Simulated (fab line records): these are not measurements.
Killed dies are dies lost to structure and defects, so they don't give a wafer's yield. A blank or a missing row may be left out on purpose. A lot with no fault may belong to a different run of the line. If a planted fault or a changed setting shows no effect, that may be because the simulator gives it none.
Which tool did it? | flow n5 finfet | Sampling: 10 lots, 30 wafers, 5 of 1938 route steps

== WHAT THE GAUGES READ, wafer by wafer ==
N5_MOL_CONTACT_COAG_INSPECT_10: inspects for defects (brightfield). Usual: raw defect count reads 80 (standard deviation 30).
lot  | measured     | on                | raw defect count | flag
L843 | day 5 08:23  | defect inspect-02 | 54 42 72         |
L844 | day 5 10:37  | defect inspect-02 | 84 115 93        |
L845 | day 5 19:40  | defect inspect-02 | 55 54 50         |
L847 | day 6 09:20  | defect inspect-02 | 62 54 87         |
L857 | day 8 14:37  | defect inspect-02 | 169 135 163      |
L859 | day 9 07:46  | defect inspect-01 | 63 53 104        |
L861 | day 9 15:23  | defect inspect-01 | 34 50 66         |
L862 | day 9 22:46  | defect inspect-02 | 126 90 66        |
L863 | day 10 02:47 | defect inspect-01 | 119 145 116      |
L864 | day 10 10:52 | defect inspect-02 | 82 56 87         |

N5_BEOL_M4_RC_MEAS_101. Usual: DIBL_N 36.5 mV/V, standard deviation 1.4; DIBL_P 36.6 mV/V, standard deviation 1.6; IOFF_N 0.160 nA/um, standard deviation 0.024; IOFF_P 0.217 nA/um, standard deviation 0.029; ION_N 674 uA/um, standard deviation 8.7; ION_P 464 uA/um, standard deviation 6.5; RC_DENSE_N 18.9 ohm.um, standard deviation 0.35; RC_DENSE_P 23.6 ohm.um, standard deviation 0.45; RC_N 15.43 ohm.um, standard deviation 0.28; RC_P 19.3 ohm.um, standard deviation 0.35; REXT_N 76.1 ohm.um, standard deviation 1.8; REXT_P 99.8 ohm.um, standard deviation 2.1; SS_N 71.6 mV/dec, standard deviation 0.47; SS_P 73.4 mV/dec, standard deviation 0.57; VT_N 250.0 mV, standard deviation 2.5; VT_P -250 mV, standard deviation 3.1.
lot  | measured     | on        | DIBL_N (mV/V)  | DIBL_P (mV/V)  | IOFF_N (nA/um)    | IOFF_P (nA/um)    | ION_N (uA/um) | ION_P (uA/um) | RC_DENSE_N (ohm.um) | RC_DENSE_P (ohm.um) | RC_N (ohm.um)     | RC_P (ohm.um)  | REXT_N (ohm.um) | REXT_P (ohm.um)   | SS_N (mV/dec)  | SS_P (mV/dec)  | VT_N (mV)         | VT_P (mV)      | flag
L843 | day 8 17:36  | prober-01 | 36.9 34.8 37.4 | 37.8 34.3 37.7 | 0.177 0.138 0.188 | 0.222 0.175 0.220 | 669 678 690   | 460 463 466   | 19.0 18.6 18.6      | 23.9 23.2 23.6      | 15.42 15.00 15.26 | 19.6 19.0 19.3 | 81.9 80.3 80.2  | 101.8 102.2 102.6 | 71.7 70.9 71.8 | 73.2 73.1 74.0 | 248.6 253.1 247.8 | -249 -252 -250 |
L844 | day 9 01:41  | prober-02 | 34.9 33.5 35.1 | 35.5 33.6 36.0 | 0.155 0.128 0.159 | 0.228 0.191 0.224 | 661 648 668   | 460 455 460   | 35.0 35.4 35.1      | 43.1 43.9 43.9      | 28.21 28.88 28.46 | 35.7 35.9 35.5 | 88.5 88.4 88.2  | 111.8 112.3 112.8 | 71.6 71.3 72.0 | 73.5 72.9 73.1 | 249.3 252.2 249.7 | -249 -252 -247 | OFF
L845 | day 9 03:20  | prober-01 | 37.1 36.6 36.3 | 37.2 36.7 36.3 | 0.180 0.178 0.169 | 0.253 0.256 0.241 | 668 655 665   | 463 457 463   | 35.0 36.2 35.4      | 43.7 44.8 44.3      | 28.78 29.56 29.12 | 35.7 36.5 36.2 | 88.5 90.8 90.1  | 114.0 113.9 113.1 | 71.6 71.7 71.6 | 73.5 72.6 73.6 | 247.7 247.2 244.9 | -247 -246 -245 | OFF
L847 | day 9 20:58  | prober-01 | 36.2 35.4 36.4 | 36.6 34.5 37.0 | 0.161 0.140 0.168 | 0.244 0.202 0.238 | 651 651 659   | 461 451 458   | 35.8 35.7 36.3      | 44.2 44.7 45.6      | 28.68 29.09 29.52 | 36.3 36.2 36.8 | 91.3 89.8 90.3  | 114.2 114.5 114.9 | 71.7 71.5 71.6 | 74.0 72.5 73.5 | 248.0 250.6 248.6 | -245 -246 -246 | OFF
L857 | day 11 23:09 | prober-02 | 35.3 36.2 36.7 | 34.9 35.7 36.2 | 0.123 0.135 0.145 | 0.158 0.168 0.174 | 667 672 664   | 452 452 448   | 19.4 18.9 19.5      | 24.2 23.3 23.9      | 15.72 15.42 15.83 | 19.6 18.9 19.6 | 79.0 77.8 78.1  | 96.2 95.4 96.8    | 71.6 71.6 71.8 | 73.2 72.9 72.7 | 255.3 253.1 252.7 | -256 -256 -255 |
L859 | day 12 14:25 | prober-01 | 36.7 36.8 35.0 | 38.8 39.0 36.9 | 0.167 0.173 0.146 | 0.226 0.231 0.194 | 666 669 672   | 463 459 460   | 19.3 18.9 19.0      | 23.9 23.5 23.7      | 15.64 15.38 15.57 | 19.6 19.1 19.4 | 78.6 77.7 78.0  | 100.8 100.5 101.8 | 72.0 71.6 71.7 | 74.2 73.8 73.3 | 249.4 250.7 250.6 | -253 -250 -252 |
L861 | day 13 06:30 | prober-01 | 36.0 35.5 34.7 | 36.0 34.9 33.0 | 0.152 0.131 0.125 | 0.212 0.190 0.175 | 674 667 667   | 466 456 465   | 18.6 18.8 18.2      | 23.2 23.7 22.9      | 15.13 15.28 14.95 | 19.1 19.1 19.0 | 75.2 76.7 75.0  | 98.8 100.3 99.3   | 71.5 71.3 71.0 | 72.5 72.5 72.0 | 253.1 253.4 252.4 | -250 -251 -250 |
L862 | day 12 22:23 | prober-01 | 35.9 34.7 35.5 | 35.8 34.1 34.8 | 0.153 0.133 0.139 | 0.224 0.208 0.221 | 681 670 662   | 465 466 465   | 18.6 18.5 18.5      | 23.2 23.4 23.6      | 15.21 15.09 15.17 | 19.3 19.2 19.3 | 76.4 76.6 76.6  | 103.7 102.6 101.9 | 71.5 70.7 71.4 | 73.0 73.3 73.3 | 249.2 252.9 250.5 | -249 -246 -246 |
L863 | day 13 13:08 | prober-01 | 35.8 34.8 37.9 | 38.6 37.1 40.1 | 0.164 0.143 0.199 | 0.217 0.193 0.236 | 677 677 686   | 454 461 458   | 19.2 18.9 19.2      | 24.0 23.8 23.6      | 15.64 15.51 15.46 | 19.4 19.4 19.4 | 76.5 74.6 74.4  | 101.7 99.5 102.3  | 71.6 70.9 73.0 | 73.5 73.4 74.4 | 248.1 252.1 248.2 | -249 -250 -249 |
L864 | day 13 16:08 | prober-02 | 37.0 36.4 36.7 | 36.3 36.3 36.4 | 0.169 0.166 0.173 | 0.218 0.213 0.222 | 677 682 680   | 459 464 464   | 19.0 19.2 18.9      | 23.9 24.0 23.7      | 15.44 15.57 15.47 | 19.6 19.6 19.6 | 76.9 76.8 76.3  | 100.1 99.4 100.1  | 72.2 71.4 72.0 | 72.9 74.0 73.8 | 249.2 247.6 247.2 | -251 -252 -249 |

== WHAT TOOL EACH LOT RAN ON (gives the tool, then ch and the chambers of the sampled wafers, and finally the start) ==
lot  | N5_GATE_CUT_CMP_61            | N5_MOL_CONTACT_COAG_IMPLANT_129 | N5_MOL_CONTACT_COAG_PRE_CLEAN_142
L843 | cmp-03 ch 1,3, day 5 07:48    | implanter-01 ch 0, day 5 08:53  | pvd sputter-03, day 5 13:51
L844 | cmp-04 ch 0,3, day 5 10:00    | implanter-01 ch 0, day 5 11:24  | pvd sputter-02, day 5 19:17
L845 | cmp-01 ch 1,3, day 5 18:55    | implanter-01 ch 0, day 5 20:28  | pvd sputter-02, day 6 00:05
L847 | cmp-03 ch 0,1,2, day 6 08:47  | implanter-01 ch 0, day 6 09:50  | pvd sputter-03, day 6 14:19
L857 | cmp-04 ch 0,1,3, day 8 13:53  | implanter-02 ch 0, day 8 15:16  | pvd sputter-02, day 8 20:47
L859 | cmp-04 ch 0,2,3, day 9 07:14  | implanter-02 ch 0, day 9 08:19  | pvd sputter-03, day 9 13:50
L861 | cmp-04 ch 0,1,2, day 9 14:40  | implanter-01 ch 0, day 9 15:52  | pvd sputter-03, day 9 22:52
L862 | cmp-03 ch 1,2,3, day 9 22:09  | implanter-02 ch 0, day 9 23:49  | pvd sputter-01, day 10 06:44
L863 | cmp-03 ch 0,1,2, day 10 02:03 | implanter-02 ch 0, day 10 03:19 | pvd sputter-02, day 10 10:10
L864 | cmp-01 ch 0,1, day 10 10:07   | implanter-02 ch 0, day 10 11:19 | pvd sputter-03, day 10 16:19
- N5_GATE_CUT_CMP_61: polishes, stops on SiNx, t overpolish 3 s.
- N5_MOL_CONTACT_COAG_IMPLANT_129
- N5_MOL_CONTACT_COAG_PRE_CLEAN_142: time 60 s.

== AS READ BY THE TOOLS THEMSELVES (means over the sampled wafers that have a number; for cases with no such wafer, the mark the record gives instead) ==
N5_GATE_CUT_CMP_61. Usual: motor current A 12.8 A, standard deviation 1.4; platen rpm 27.092 rpm, standard deviation 0.019.
lot  | tool   | motor current A (A) | platen rpm (rpm) | flag
L843 | cmp-03 | 12.7                | 27.110           |
L844 | cmp-04 | 12.4                | 27.095           |
L845 | cmp-01 | 14.9                | 27.095           |
L847 | cmp-03 | 12.7                | 27.104           |
L857 | cmp-04 | 12.5                | 27.122           |
L859 | cmp-04 | 12.9                | 27.096           |
L861 | cmp-04 | 12.9                | 27.088           |
L862 | cmp-03 | 12.6                | 27.102           |
L863 | cmp-03 | 12.8                | 27.093           |
L864 | cmp-01 | 13.5                | 27.099           |

N5_MOL_CONTACT_COAG_IMPLANT_129. Usual: beam on s 35 s, standard deviation 4.8; dose ions cm2 6e+14, standard deviation 5.5e+11; faraday current uA 2175, standard deviation 300.
lot  | tool         | beam on s (s) | dose ions cm2 | faraday current uA | flag
L843 | implanter-01 | 40            | 6e+14         | 1892               |
L844 | implanter-01 | 10            | 6e+13         | 752                | OFF
L845 | implanter-01 | 10            | 6e+13         | 760                | OFF
L847 | implanter-01 | 10            | 6e+13         | 756                | OFF
L857 | implanter-02 | 30            | 6e+14         | 2476               |
L859 | implanter-02 | 31            | 6e+14         | 2461               |
L861 | implanter-01 | 41            | 6e+14         | 1851               |
L862 | implanter-02 | 30            | 6e+14         | 2529               |
L863 | implanter-02 | 30            | 6e+14         | 2518               |
L864 | implanter-02 | 31            | 6e+14         | 2466               |

N5_MOL_CONTACT_COAG_PRE_CLEAN_142. Usual: heater power w reads 422 W (standard deviation 46).
lot  | tool           | heater power w (W) | flag
L843 | pvd sputter-03 | 385                |
L844 | pvd sputter-02 | 440                |
L845 | pvd sputter-02 | 447                |
L847 | pvd sputter-03 | 394                |
L857 | pvd sputter-02 | 432                |
L859 | pvd sputter-03 | 442                |
L861 | pvd sputter-03 | 408                |
L862 | pvd sputter-01 | 437                |
L863 | pvd sputter-02 | 458                |
L864 | pvd sputter-03 | 426                |

== THE ANSWER, worked out from the rows above alone ==
Rule: a lot is off if the mean of its wafers that have a number lies more than 3 standard deviations from the usual mean. A lot without any number at a reading at which 4 lots or more have one is off too. Where the step has rows for the other lots, those lots are counted as sound. After the gauges, taken in route order, come the tools' own readings; for these a lot's mean is taken, as printed above. At the first step where some lot is off, the reading lying furthest off is the one used; lots without a number count as furthest.
Off: L844, L845, L847, seen at N5_BEOL_M4_RC_MEAS_101 (RC_N).
If a tool, at a process step before that reading, ran all the lots that are off and no sound lot after the first of them, it fits. The gauges at N5_BEOL_M4_RC_MEAS_101 aren't tried: what is off there is off at N5_MOL_CONTACT_COAG_IMPLANT_129 too, on other tools, and a gauge's error can't cause that. Of those tried, none fits.

== WHAT HAD BEEN PUT IN BY THE SIMULATOR ==
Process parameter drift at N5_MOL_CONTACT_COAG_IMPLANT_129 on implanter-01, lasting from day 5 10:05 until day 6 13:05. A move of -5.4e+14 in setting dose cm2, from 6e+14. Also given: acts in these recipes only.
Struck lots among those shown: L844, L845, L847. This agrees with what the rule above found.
